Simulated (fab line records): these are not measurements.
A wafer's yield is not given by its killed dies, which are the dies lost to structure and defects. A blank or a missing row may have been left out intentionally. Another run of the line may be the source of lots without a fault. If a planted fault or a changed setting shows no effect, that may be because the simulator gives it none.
What tool caused it? | flow n5_finfet | 72 wafers from 24 lots sampled at 6 of the route's 1938 steps

WHAT THE GAUGES READ, wafer by wafer
The record holds no reading of a measuring or inspecting step that can be judged against a usual standard deviation.

WHAT TOOL EACH LOT RAN ON (gives the tool, then ch and the chambers of the sampled wafers, and finally the start)
lot  | N5_BEOL_M5_STRIP_36                | N5_BEOL_M5_PRE_CLEAN_45      | N5_BEOL_M5_ALD_86                   | N5_BEOL_M5_ANNEAL_49         | N5_BEOL_M6_DESCUM_16               | N5_BEOL_M6_ALD_77
L074 | rie_diel-02 ch 0,1,2, day 8 00:46  | pvd_sputter-01, day 8 01:59  | ald_metal-01 ch 0,1,2, day 8 02:17  | pvd_sputter-03, day 8 04:58  | rie_diel-01 ch 0,2,3, day 8 13:08  | ald_metal-04 ch 1,3, day 8 15:56
L075 | rie_diel-05 ch 1,2, day 8 09:22    | pvd_sputter-03, day 8 10:11  | ald_metal-03 ch 0,1,2, day 8 10:15  | pvd_sputter-03, day 8 10:56  | rie_diel-04 ch 1,2, day 8 22:06    | ald_metal-02 ch 0,2,3, day 9 01:58
L077 | rie_diel-05 ch 1,2, day 9 02:08    | pvd_sputter-01, day 9 03:12  | ald_metal-01 ch 0,2,3, day 9 03:16  | pvd_sputter-02, day 9 04:11  | rie_diel-01 ch 2,3, day 9 11:13    | ald_metal-04 ch 2,3, day 9 14:59
L076 | rie_diel-02 ch 1,2,3, day 9 13:17  | pvd_sputter-03, day 9 14:50  | ald_metal-03 ch 1,2, day 9 14:55    | pvd_sputter-01, day 9 15:32  | rie_diel-06 ch 0,1,3, day 9 23:15  | ald_metal-04 ch 1,2,3, day 10 03:29
L078 | rie_diel-02 ch 0,1,2, day 9 20:41  | pvd_sputter-03, day 9 21:39  | ald_metal-04 ch 1,2,3, day 9 21:43  | pvd_sputter-01, day 9 23:02  | rie_diel-04 ch 1,2,3, day 10 06:11 | ald_metal-02 ch 0,2,3, day 10 10:29
L079 | rie_diel-05 ch 0,2, day 10 07:35   | pvd_sputter-02, day 10 08:22 | ald_metal-04 ch 1,2,3, day 10 08:27 | pvd_sputter-03, day 10 09:50 | rie_diel-06 ch 1,2,3, day 10 16:37 | ald_metal-04 ch 0,3, day 10 21:06
L080 | rie_diel-03 ch 1,2, day 10 16:07   | pvd_sputter-02, day 10 18:17 | ald_metal-04 ch 0,2, day 10 18:22   | pvd_sputter-02, day 10 18:53 | rie_diel-04 ch 0,3, day 11 05:42   | ald_metal-04 ch 1,2,3, day 11 10:28
L082 | rie_diel-03 ch 0,1,3, day 10 18:12 | pvd_sputter-01, day 10 18:59 | ald_metal-03 ch 1,2,3, day 10 19:04 | pvd_sputter-01, day 10 21:16 | rie_diel-06 ch 0,1,2, day 11 05:46 | ald_metal-03 ch 1,2,3, day 11 10:13
L081 | rie_diel-03 ch 0,1,2, day 10 22:23 | pvd_sputter-02, day 10 23:38 | ald_metal-04 ch 1,3, day 10 23:43   | pvd_sputter-02, day 11 00:39 | rie_diel-01 ch 0,2,3, day 11 09:36 | ald_metal-04 ch 1,3, day 11 13:27
L083 | rie_diel-05 ch 0,1, day 11 05:53   | pvd_sputter-01, day 11 08:29 | ald_metal-04 ch 0,1, day 11 08:34   | pvd_sputter-02, day 11 09:08 | rie_diel-01 ch 0,1, day 11 17:03   | ald_metal-02 ch 0,3, day 11 19:30
L084 | rie_diel-03 ch 0,3, day 11 08:17   | pvd_sputter-01, day 11 09:26 | ald_metal-04 ch 1,2, day 11 09:43   | pvd_sputter-03, day 11 10:38 | rie_diel-06 ch 0,1,3, day 11 18:46 | ald_metal-04 ch 0,1,2, day 11 22:03
L086 | rie_diel-02 ch 0,1,2, day 11 14:20 | pvd_sputter-02, day 11 16:13 | ald_metal-04 ch 0,1,2, day 11 16:17 | pvd_sputter-02, day 11 16:49 | rie_diel-01 ch 0,1,2, day 11 23:29 | ald_metal-02 ch 0,2, day 12 02:28
L085 | rie_diel-05 ch 1,2, day 11 15:48   | pvd_sputter-02, day 11 16:36 | ald_metal-01 ch 2,3, day 11 16:40   | pvd_sputter-03, day 11 17:22 | rie_diel-04 ch 0,1,3, day 12 02:01 | ald_metal-03 ch 0,2,3, day 12 05:43
L088 | rie_diel-05 ch 0,1, day 11 21:17   | pvd_sputter-02, day 11 22:13 | ald_metal-01 ch 0,1, day 11 22:24   | pvd_sputter-01, day 12 00:44 | rie_diel-04 ch 1,3, day 12 10:46   | ald_metal-02 ch 1,2, day 12 14:05
L087 | rie_diel-05 ch 0,1,3, day 12 04:31 | pvd_sputter-01, day 12 05:41 | ald_metal-01 ch 2,3, day 12 05:44   | pvd_sputter-02, day 12 06:17 | rie_diel-04 ch 1,2,3, day 12 14:40 | ald_metal-03 ch 0,1, day 12 17:14
L090 | rie_diel-05 ch 0,1,3, day 12 10:02 | pvd_sputter-01, day 12 10:53 | ald_metal-04 ch 1,2,3, day 12 10:56 | pvd_sputter-02, day 12 11:34 | rie_diel-04 ch 0,1,3, day 12 18:28 | ald_metal-04 ch 0,1, day 12 22:35
L089 | rie_diel-05 ch 0,2,3, day 12 16:22 | pvd_sputter-02, day 12 17:16 | ald_metal-01 ch 0,1,3, day 12 17:19 | pvd_sputter-02, day 12 17:52 | rie_diel-01 ch 0,2,3, day 13 01:21 | ald_metal-02 ch 2,3, day 13 05:19
L091 | rie_diel-05 ch 0,1,3, day 13 00:25 | pvd_sputter-02, day 13 01:31 | ald_metal-01 ch 1,2, day 13 01:34   | pvd_sputter-02, day 13 03:46 | rie_diel-06 ch 1,2,3, day 13 10:38 | ald_metal-02 ch 2,3, day 13 15:05
L092 | rie_diel-03 ch 1,2,3, day 13 03:46 | pvd_sputter-03, day 13 04:50 | ald_metal-04 ch 1,2, day 13 05:07   | pvd_sputter-03, day 13 05:49 | rie_diel-06 ch 1,2,3, day 13 14:36 | ald_metal-03 ch 0,1,3, day 13 18:58
L093 | rie_diel-03 ch 2,3, day 13 12:40   | pvd_sputter-02, day 13 13:47 | ald_metal-01 ch 0,1,2, day 13 13:51 | pvd_sputter-03, day 13 14:26 | rie_diel-01 ch 0,3, day 13 22:11   | ald_metal-02 ch 0,1, day 14 00:26
L094 | rie_diel-02 ch 0,1,2, day 13 18:10 | pvd_sputter-01, day 13 18:58 | ald_metal-01 ch 0,1,2, day 13 19:06 | pvd_sputter-01, day 13 19:39 | rie_diel-06 ch 1,3, day 14 03:53   | ald_metal-02 ch 2,3, day 14 08:02
L095 | rie_diel-02 ch 0,1,2, day 14 08:58 | pvd_sputter-01, day 14 09:44 | ald_metal-03 ch 1,2,3, day 14 10:01 | pvd_sputter-02, day 14 11:20 | rie_diel-01 ch 0,2,3, day 14 18:13 | ald_metal-04 ch 1,2,3, day 15 01:57
L097 | rie_diel-03 ch 0,1,3, day 14 11:11 | pvd_sputter-01, day 14 12:32 | ald_metal-04 ch 0,1,2, day 14 12:35 | pvd_sputter-03, day 14 13:22 | rie_diel-04 ch 1,2,3, day 14 21:25 | ald_metal-04 ch 0,2,3, day 15 03:25
L096 | rie_diel-02 ch 0,2,3, day 14 11:32 | pvd_sputter-01, day 14 12:43 | ald_metal-03 ch 0,1,3, day 14 12:49 | pvd_sputter-01, day 14 15:15 | rie_diel-06 ch 1,2,3, day 15 02:36 | ald_metal-03 ch 2,3, day 15 05:33
- N5_BEOL_M5_STRIP_36: strips in N2/H2.
- N5_BEOL_M5_PRE_CLEAN_45: time 30 s.
- N5_BEOL_M5_ALD_86: deposits TaN, pulse time 2 s, purge time 3 s, co reactant purge time 2 s.
- N5_BEOL_M5_ANNEAL_49: time 1800 s.
- N5_BEOL_M6_DESCUM_16: chemistry O2, time 7.9 s.
- N5_BEOL_M6_ALD_77: deposits TaN, target thk 2 nm, pulse time 2 s, purge time 3 s.

AS READ BY THE TOOLS THEMSELVES (means over the sampled wafers that have a number; for cases with no such wafer, the mark the record gives instead)
N5_BEOL_M5_STRIP_36. Usual: drypump_motor_current_A 5.9 A, standard deviation 0.56; oes_product_au 0.80 a.u., standard deviation 0.1; rf_vpp_V 59.4 V, standard deviation 1.6; showerhead_plenum_p_Torr 2.56 Torr, standard deviation 0.075; throttle_valve_pct 23.60 %, standard deviation 0.25.
lot  | tool        | drypump_motor_current_A (A) | oes_product_au (a.u.) | rf_vpp_V (V) | showerhead_plenum_p_Torr (Torr) | throttle_valve_pct (%) | flag
L074 | rie_diel-02 | 5.8                         | 0.75                  | 61.0         | 2.53                            | 23.34                  |
L075 | rie_diel-05 | 5.8                         | 0.71                  | 59.1         | 2.58                            | 23.58                  |
L077 | rie_diel-05 | 6.2                         | 0.74                  | 58.4         | 2.55                            | 23.65                  |
L076 | rie_diel-02 | 6.1                         | 0.72                  | 58.0         | 2.54                            | 23.57                  |
L078 | rie_diel-02 | 5.8                         | 0.73                  | 58.9         | 2.52                            | 23.36                  |
L079 | rie_diel-05 | 6.6                         | 0.74                  | 58.9         | 2.47                            | 23.54                  |
L080 | rie_diel-03 | 5.6                         | 0.80                  | 58.0         | 2.53                            | 23.88                  |
L082 | rie_diel-03 | 5.4                         | 0.79                  | 59.5         | 2.54                            | 23.74                  |
L081 | rie_diel-03 | 5.8                         | 0.87                  | 59.6         | 2.53                            | 23.77                  |
L083 | rie_diel-05 | 6.2                         | 0.81                  | 59.3         | 2.49                            | 23.47                  |
L084 | rie_diel-03 | 5.2                         | 0.78                  | 59.1         | 2.58                            | 23.73                  |
L086 | rie_diel-02 | 5.8                         | 0.81                  | 60.7         | 2.62                            | 23.28                  |
L085 | rie_diel-05 | 5.7                         | 0.90                  | 61.6         | 2.57                            | 23.54                  |
L088 | rie_diel-05 | 5.7                         | 0.88                  | 60.1         | 2.54                            | 23.48                  |
L087 | rie_diel-05 | 6.0                         | 0.80                  | 59.6         | 2.55                            | 23.64                  |
L090 | rie_diel-05 | 5.9                         | 0.79                  | 58.6         | 2.55                            | 23.64                  |
L089 | rie_diel-05 | 6.4                         | 0.72                  | 58.2         | 2.52                            | 23.73                  |
L091 | rie_diel-05 | 5.9                         | 0.78                  | 57.9         | 2.55                            | 23.64                  |
L092 | rie_diel-03 | 5.4                         | 0.77                  | 57.7         | 2.57                            | 23.87                  |
L093 | rie_diel-03 | 5.2                         | 0.76                  | 59.2         | 2.61                            | 23.83                  |
L094 | rie_diel-02 | 5.8                         | 0.88                  | 60.0         | 2.62                            | 23.31                  |
L095 | rie_diel-02 | 5.8                         | 0.86                  | 59.6         | 2.61                            | 23.31                  |
L097 | rie_diel-03 | 5.4                         | 0.76                  | 59.4         | 2.53                            | 23.78                  |
L096 | rie_diel-02 | 5.8                         | 0.93                  | 59.7         | 2.63                            | 23.24                  |

N5_BEOL_M5_PRE_CLEAN_45. Usual: heater_power_w 329 W, standard deviation 24.
lot  | tool           | heater_power_w (W) | flag
L074 | pvd_sputter-01 | 336                |
L075 | pvd_sputter-03 | 336                |
L077 | pvd_sputter-01 | 315                |
L076 | pvd_sputter-03 | 360                |
L078 | pvd_sputter-03 | 339                |
L079 | pvd_sputter-02 | 329                |
L080 | pvd_sputter-02 | 327                |
L082 | pvd_sputter-01 | 316                |
L081 | pvd_sputter-02 | 335                |
L083 | pvd_sputter-01 | 335                |
L084 | pvd_sputter-01 | 316                |
L086 | pvd_sputter-02 | 315                |
L085 | pvd_sputter-02 | 324                |
L088 | pvd_sputter-02 | 338                |
L087 | pvd_sputter-01 | 317                |
L090 | pvd_sputter-01 | 311                |
L089 | pvd_sputter-02 | 333                |
L091 | pvd_sputter-02 | 327                |
L092 | pvd_sputter-03 | 315                |
L093 | pvd_sputter-02 | 335                |
L094 | pvd_sputter-01 | 330                |
L095 | pvd_sputter-01 | 335                |
L097 | pvd_sputter-01 | 353                |
L096 | pvd_sputter-01 | 357                |

N5_BEOL_M5_ALD_86. Usual: heater_power_w 432 W, standard deviation 26; mfc_carrier_sccm 1500 sccm, standard deviation 4.4; precursor_vessel_pressure_torr 26.24 Torr, standard deviation 0.056.
lot  | tool         | heater_power_w (W) | mfc_carrier_sccm (sccm) | precursor_vessel_pressure_torr (Torr) | flag
L074 | ald_metal-01 | 443                | 1499                    | 26.25                                 |
L075 | ald_metal-03 | 432                | 1498                    | 26.19                                 |
L077 | ald_metal-01 | 447                | 1498                    | 26.23                                 |
L076 | ald_metal-03 | 451                | 1497                    | 26.23                                 |
L078 | ald_metal-04 | 432                | 1502                    | 26.26                                 |
L079 | ald_metal-04 | 437                | 1504                    | 26.25                                 |
L080 | ald_metal-04 | 424                | 1503                    | 26.25                                 |
L082 | ald_metal-03 | 433                | 1504                    | 26.22                                 |
L081 | ald_metal-04 | 424                | 1497                    | 26.22                                 |
L083 | ald_metal-04 | 405                | 1500                    | 26.30                                 |
L084 | ald_metal-04 | 437                | 1494                    | 26.18                                 |
L086 | ald_metal-04 | 428                | 1494                    | 26.24                                 |
L085 | ald_metal-01 | 460                | 1498                    | 26.35                                 |
L088 | ald_metal-01 | 443                | 1494                    | 26.23                                 |
L087 | ald_metal-01 | 453                | 1504                    | 26.16                                 |
L090 | ald_metal-04 | 430                | 1502                    | 26.26                                 |
L089 | ald_metal-01 | 454                | 1498                    | 26.27                                 |
L091 | ald_metal-01 | 430                | 1503                    | 26.23                                 |
L092 | ald_metal-04 | 446                | 1502                    | 26.27                                 |
L093 | ald_metal-01 | 436                | 1497                    | 26.26                                 |
L094 | ald_metal-01 | 435                | 1501                    | 26.19                                 |
L095 | ald_metal-03 | 433                | 1501                    | 26.30                                 |
L097 | ald_metal-04 | 425                | 1499                    | 26.21                                 |
L096 | ald_metal-03 | 415                | 1500                    | 26.26                                 |

N5_BEOL_M5_ANNEAL_49. Usual: heater_power_w 824 W, standard deviation 60.
lot  | tool           | heater_power_w (W) | flag
L074 | pvd_sputter-03 | 792                |
L075 | pvd_sputter-03 | 762                |
L077 | pvd_sputter-02 | 813                |
L076 | pvd_sputter-01 | 796                |
L078 | pvd_sputter-01 | 829                |
L079 | pvd_sputter-03 | 850                |
L080 | pvd_sputter-02 | 834                |
L082 | pvd_sputter-01 | 787                |
L081 | pvd_sputter-02 | 835                |
L083 | pvd_sputter-02 | 817                |
L084 | pvd_sputter-03 | 842                |
L086 | pvd_sputter-02 | 804                |
L085 | pvd_sputter-03 | 778                |
L088 | pvd_sputter-01 | 828                |
L087 | pvd_sputter-02 | 825                |
L090 | pvd_sputter-02 | 815                |
L089 | pvd_sputter-02 | 805                |
L091 | pvd_sputter-02 | 800                |
L092 | pvd_sputter-03 | 781                |
L093 | pvd_sputter-03 | 898                |
L094 | pvd_sputter-01 | 843                |
L095 | pvd_sputter-02 | 842                |
L097 | pvd_sputter-03 | 840                |
L096 | pvd_sputter-01 | 827                |

N5_BEOL_M6_DESCUM_16. Usual: drypump_motor_current_A 5.6 A, standard deviation 0.43; oes_product_au 0.81 a.u., standard deviation 0.08; rf_vpp_V 243.2 V, standard deviation 1.5; showerhead_plenum_p_Torr 2.09 Torr, standard deviation 0.073; throttle_valve_pct 20.30 %, standard deviation 0.2.
lot  | tool        | drypump_motor_current_A (A) | oes_product_au (a.u.) | rf_vpp_V (V) | showerhead_plenum_p_Torr (Torr) | throttle_valve_pct (%) | flag
L074 | rie_diel-01 | 5.6                         | 0.79                  | 243.7        | 2.10                            | 20.40                  |
L075 | rie_diel-04 | 5.9                         | 0.70                  | 243.5        | 2.11                            | 20.40                  |
L077 | rie_diel-01 | 5.8                         | 0.79                  | 243.2        | 2.04                            | 20.38                  |
L076 | rie_diel-06 | 5.5                         | 0.81                  | 243.7        | 2.14                            | 20.29                  |
L078 | rie_diel-04 | 5.7                         | 0.81                  | 243.3        | 2.08                            | 20.37                  |
L079 | rie_diel-06 | 5.7                         | 0.86                  | 244.5        | 2.12                            | 20.34                  |
L080 | rie_diel-04 | 5.7                         | 0.77                  | 241.5        | 2.00                            | 20.25                  |
L082 | rie_diel-06 | 5.8                         | 0.79                  | 244.7        | 2.15                            | 20.18                  |
L081 | rie_diel-01 | 5.6                         | 0.85                  | 243.3        | 2.09                            | 20.21                  |
L083 | rie_diel-01 | 5.3                         | 0.90                  | 243.9        | 2.09                            | 20.30                  |
L084 | rie_diel-06 | 5.5                         | 0.81                  | 244.0        | 2.14                            | 20.33                  |
L086 | rie_diel-01 | 5.4                         | 0.85                  | 243.1        | 2.09                            | 20.34                  |
L085 | rie_diel-04 | 5.7                         | 0.82                  | 242.1        | 2.05                            | 20.34                  |
L088 | rie_diel-04 | 5.6                         | 0.86                  | 243.2        | 2.10                            | 20.42                  |
L087 | rie_diel-04 | 5.7                         | 0.79                  | 243.0        | 2.08                            | 20.39                  |
L090 | rie_diel-04 | 5.6                         | 0.81                  | 243.1        | 2.05                            | 20.35                  |
L089 | rie_diel-01 | 5.6                         | 0.84                  | 242.8        | 2.09                            | 20.25                  |
L091 | rie_diel-06 | 5.7                         | 0.82                  | 243.8        | 2.12                            | 20.37                  |
L092 | rie_diel-06 | 5.7                         | 0.82                  | 243.4        | 2.12                            | 20.37                  |
L093 | rie_diel-01 | 5.8                         | 0.86                  | 242.9        | 2.08                            | 20.07                  |
L094 | rie_diel-06 | 5.5                         | 0.83                  | 242.7        | 2.10                            | 20.50                  |
L095 | rie_diel-01 | 5.6                         | 0.81                  | 243.4        | 2.08                            | 20.27                  |
L097 | rie_diel-04 | 5.6                         | 0.77                  | 241.8        | 2.07                            | 20.43                  |
L096 | rie_diel-06 | 5.7                         | 0.80                  | 243.4        | 2.11                            | 20.39                  |

N5_BEOL_M6_ALD_77. Usual: heater_power_w 406 W, standard deviation 39; mfc_carrier_sccm 1499 sccm, standard deviation 4.5; precursor_vessel_pressure_torr 26.24 Torr, standard deviation 0.053.
lot  | tool         | heater_power_w (W) | mfc_carrier_sccm (sccm) | precursor_vessel_pressure_torr (Torr) | flag
L074 | ald_metal-04 | 422                | 1499                    | 26.24                                 |
L075 | ald_metal-02 | 378                | 1499                    | 26.28                                 |
L077 | ald_metal-04 | 422                | 1496                    | 26.27                                 |
L076 | ald_metal-04 | 434                | 1495                    | 26.26                                 |
L078 | ald_metal-02 | 374                | 1504                    | 26.22                                 |
L079 | ald_metal-04 | 407                | 1505                    | 26.21                                 |
L080 | ald_metal-04 | 436                | 1500                    | 26.25                                 |
L082 | ald_metal-03 | 430                | 1498                    | 26.27                                 |
L081 | ald_metal-04 | 426                | 1498                    | 26.22                                 |
L083 | ald_metal-02 | 391                | 1497                    | 26.23                                 |
L084 | ald_metal-04 | 426                | 1497                    | 26.25                                 |
L086 | ald_metal-02 | 356                | 1502                    | 26.23                                 |
L085 | ald_metal-03 | 402                | 1495                    | 26.27                                 |
L088 | ald_metal-02 | 343                | 1497                    | 26.18                                 |
L087 | ald_metal-03 | 436                | 1500                    | 26.20                                 |
L090 | ald_metal-04 | 403                | 1498                    | 26.25                                 |
L089 | ald_metal-02 | 364                | 1496                    | 26.28                                 |
L091 | ald_metal-02 | 369                | 1499                    | 26.23                                 |
L092 | ald_metal-03 | 418                | 1498                    | 26.29                                 |
L093 | ald_metal-02 | 369                | 1500                    | 26.29                                 |
L094 | ald_metal-02 | 401                | 1499                    | 26.17                                 |
L095 | ald_metal-04 | 434                | 1502                    | 26.25                                 |
L097 | ald_metal-04 | 423                | 1499                    | 26.25                                 |
L096 | ald_metal-03 | 401                | 1498                    | 26.23                                 |

THE ANSWER, worked out from the rows above alone
Rule: a lot counts as off when the mean over its wafers that have a number is more than 3 standard deviations away from the usual mean. Also off: a lot with no number at a reading for which 4 or more lots have one. Any other lot the step has rows for is counted as sound. The gauges are gone through in route order, then the tools' own readings, and for those a lot's mean is taken as printed above. The first step at which some lot is off is used, and at that step the reading that is off furthest; a lot without a number counts as furthest.
Across all readings shown, no lot is off: no conclusion can be drawn from this.

WHAT HAD BEEN PUT IN BY THE SIMULATOR
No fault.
